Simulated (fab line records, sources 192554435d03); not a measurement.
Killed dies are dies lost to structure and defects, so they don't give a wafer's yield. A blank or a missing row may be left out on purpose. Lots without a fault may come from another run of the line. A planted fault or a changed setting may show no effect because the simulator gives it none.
Chamber matching | flow n5_finfet | N5_HKMG_FIN_STRIP_34 on rie_diel-05: 4 sister chambers
The step strips in CF4. 4 wafers are shown with their chamber, then 7 later ones without.

WAFERS WITH THEIR CHAMBER
wafer  | chamber | drypump_motor_current_A (A)
L281.4 | 3       | 6.4
L283.2 | 1       | 5.1
L288.1 | 2       | 5.4
L288.4 | 0       | 5.8

WAFERS WITHOUT THEIR CHAMBER
wafer  | drypump_motor_current_A (A)
L288.5 | 5.9
L289.1 | 5.3
L289.4 | 5.1
L289.6 | 5.3
L290.3 | 5.1
L290.5 | 6.4
L290.6 | 5.9

WHICH CHAMBER EACH WENT THROUGH
wafer  | from the rows above     | in truth
L288.5 | 0                       | 0
L289.1 | can't be placed: 2 or 1 | 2
L289.4 | 1                       | 1
L289.6 | can't be placed: 2 or 1 | 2
L290.3 | 1                       | 1
L290.5 | 3                       | 3
L290.6 | 0                       | 0
Placed correctly: 5 of 7. Can't be placed from these rows: 2 (the true chamber is among the candidates in 2). Placed wrongly: 0.
How it was worked out, from the rows above alone: a wafer's distance from a chamber is the root of the sum, over the readings, of the square of ((its reading less the chamber's mean) divided by the reading's scatter). The wafer belongs to the nearest chamber; if the next one is less than 2 further off, it can't be placed. A chamber's mean is the mean of its shown wafers. The scatter: with one shown wafer a chamber, the root of the mean of the squares of how far each hidden wafer lies from its nearest shown one.
